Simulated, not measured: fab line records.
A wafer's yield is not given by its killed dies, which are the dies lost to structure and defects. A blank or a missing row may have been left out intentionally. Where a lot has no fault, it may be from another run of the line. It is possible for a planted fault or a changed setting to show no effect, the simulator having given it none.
Check for tools in common + flow nand_harc + Lots sampled 12, wafers sampled 36

== THE REASON FOR OPENING IT ==
At NHARC_A_ONON_D1_THK_MEAS_21 the reading thk_nm is flagged on 2 of 12 lots. No-fault wafers: 1001 nm, standard deviation 11.
Rule: a lot is flagged when every wafer of it that has a number lies more than 4 standard deviations from that mean, or none has a number. The other lots count as sound.

| lot  | measured     | on            | thk_nm (nm), wafer by wafer | flag    |
|------|--------------|---------------|-----------------------------|---------|
| L447 | day 8 05:19  | film_metro-01 | 983 983 982                 |         |
| L449 | day 9 04:38  | film_metro-02 | 1013 1010 1011              |         |
| L452 | day 10 10:59 | film_metro-02 | 997 997 996                 |         |
| L453 | day 10 10:59 | film_metro-01 | 977 977 978                 |         |
| L455 | day 11 23:13 | film_metro-01 | 984 985 987                 |         |
| L456 | day 12 07:14 | film_metro-02 | 997 997 996                 |         |
| L460 | day 14 04:41 | film_metro-02 | 999 1001 999                |         |
| L464 | day 15 05:07 | film_metro-02 | 1148 1152 1152              | FLAGGED |
| L465 | day 16 00:34 | film_metro-01 | 1151 1154 1153              | FLAGGED |
| L467 | day 16 16:43 | film_metro-01 | 1003 1004 1003              |         |
| L468 | day 16 21:07 | film_metro-01 | 1003 1003 1003              |         |
| L469 | day 17 15:04 | film_metro-02 | 998 997 998                 |         |
The mean of the flagged lots' numbers is 1152 nm, +151 nm from the usual (+14 standard deviations).

== LOT BY LOT: THE TOOL USED ==
3 process steps preceding the reading are held in the record, out of 1302 steps in the route. Read each cell as the tool, then ch plus the chambers that the sampled wafers visited, then the start.
| lot  | flag    | NHARC_P_BONDPAD_ANNEAL_28        | NHARC_A_ZERO_WELL_ETCH_19          | NHARC_A_ONON_D1_DEP_19           |
|------|---------|----------------------------------|------------------------------------|----------------------------------|
| L447 |         | rtp_anneal-01 ch 0, day 6 19:25  | rie_diel-06 ch 0,2,3, day 6 21:52  | pecvd_onon-03 ch 0, day 8 04:49  |
| L449 |         | rtp_anneal-02 ch 0, day 7 13:34  | rie_diel-06 ch 2,3, day 7 15:58    | pecvd_onon-03 ch 0, day 9 04:11  |
| L452 |         | rtp_anneal-02 ch 0, day 9 00:34  | rie_diel-06 ch 0,1,2, day 9 02:58  | pecvd_onon-01 ch 0, day 10 10:32 |
| L453 |         | rtp_anneal-01 ch 0, day 9 02:28  | rie_diel-06 ch 1,3, day 9 04:47    | pecvd_onon-02 ch 0, day 10 10:35 |
| L455 |         | rtp_anneal-02 ch 0, day 10 10:10 | rie_diel-12 ch 0,2,3, day 10 12:45 | pecvd_onon-01 ch 0, day 11 22:42 |
| L456 |         | rtp_anneal-01 ch 0, day 10 15:10 | rie_diel-06 ch 0,2,3, day 10 17:38 | pecvd_onon-02 ch 0, day 12 06:50 |
| L460 |         | rtp_anneal-01 ch 0, day 12 17:00 | rie_diel-06 ch 0,2, day 12 19:28   | pecvd_onon-03 ch 0, day 14 04:11 |
| L464 | FLAGGED | rtp_anneal-02 ch 0, day 13 18:13 | rie_diel-12 ch 0,1, day 13 20:40   | pecvd_onon-02 ch 0, day 15 04:37 |
| L465 | FLAGGED | rtp_anneal-02 ch 0, day 14 07:44 | rie_diel-12 ch 1,2, day 14 10:03   | pecvd_onon-02 ch 0, day 16 00:04 |
| L467 |         | rtp_anneal-01 ch 0, day 15 03:14 | rie_diel-06 ch 0,1,3, day 15 05:41 | pecvd_onon-03 ch 0, day 16 16:13 |
| L468 |         | rtp_anneal-02 ch 0, day 15 09:34 | rie_diel-01 ch 0,1,3, day 15 11:54 | pecvd_onon-01 ch 0, day 16 20:37 |
| L469 |         | rtp_anneal-01 ch 0, day 16 01:38 | rie_diel-12 ch 1,2,3, day 16 04:03 | pecvd_onon-03 ch 0, day 17 14:37 |
These steps, and what they do:
- NHARC_P_BONDPAD_ANNEAL_28: time 90 s.
- NHARC_A_ZERO_WELL_ETCH_19: etches the open film in N2/H2, target depth 80 nm, overetch 24 nm, time 87.88 s.
- NHARC_A_ONON_D1_DEP_19: target thk 1000 nm.
- NHARC_A_ONON_D1_THK_MEAS_21: measures by ellipsometry.

== FLAGGED OVER TOTAL, TOOL BY TOOL (the gauges that took the reading come last) ==
| step                        | tool          | lots run | flagged | share of the flagged lots | sound lots run after its first flagged lot |
|-----------------------------|---------------|----------|---------|---------------------------|--------------------------------------------|
| NHARC_P_BONDPAD_ANNEAL_28   | rtp_anneal-01 | 6        | 0       | none                      | -                                          |
| NHARC_P_BONDPAD_ANNEAL_28   | rtp_anneal-02 | 6        | 2       | all                       | 1 (L468)                                   |
| NHARC_A_ZERO_WELL_ETCH_19   | rie_diel-01   | 1        | 0       | none                      | -                                          |
| NHARC_A_ZERO_WELL_ETCH_19   | rie_diel-06   | 7        | 0       | none                      | -                                          |
| NHARC_A_ZERO_WELL_ETCH_19   | rie_diel-12   | 4        | 2       | all                       | 1 (L469)                                   |
| NHARC_A_ONON_D1_DEP_19      | pecvd_onon-01 | 3        | 0       | none                      | -                                          |
| NHARC_A_ONON_D1_DEP_19      | pecvd_onon-02 | 4        | 2       | all                       | 0                                          |
| NHARC_A_ONON_D1_DEP_19      | pecvd_onon-03 | 5        | 0       | none                      | -                                          |
| NHARC_A_ONON_D1_THK_MEAS_21 | film_metro-01 | 6        | 1       | some                      | 2 (L467,L468)                              |
| NHARC_A_ONON_D1_THK_MEAS_21 | film_metro-02 | 6        | 1       | some                      | 1 (L469)                                   |

== THE TABLE: WHAT IT ALLOWS ==
In the table, 3 rows ran each flagged lot (rtp_anneal-02 at NHARC_P_BONDPAD_ANNEAL_28; rie_diel-12 at NHARC_A_ZERO_WELL_ETCH_19; pecvd_onon-02 at NHARC_A_ONON_D1_DEP_19).
- rtp_anneal-02 at NHARC_P_BONDPAD_ANNEAL_28: 2 of its 6 lots flagged. Sound lots ran on it after the first flagged one (L468), which a lasting fault on the whole tool wouldn't allow.
- rie_diel-12 at NHARC_A_ZERO_WELL_ETCH_19: 2 of its 4 lots flagged. Sound lots ran on it after the first flagged one (L469), which a lasting fault on the whole tool wouldn't allow.
- pecvd_onon-02 at NHARC_A_ONON_D1_DEP_19: 2 of its 4 lots flagged. It ran its last sound lot, L456, at day 12 06:50 and its first flagged lot, L464, at day 15 04:37: a fault with its onset between the two fits.
What remains is a single tool, pecvd_onon-02 at NHARC_A_ONON_D1_DEP_19.

== WHAT THE SIMULATOR HAD INSERTED ==
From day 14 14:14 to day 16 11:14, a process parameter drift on pecvd_onon-02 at NHARC_A_ONON_D1_DEP_19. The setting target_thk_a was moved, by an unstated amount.
Lots struck among those shown: L464, L465. The rule given above showed the same thing.
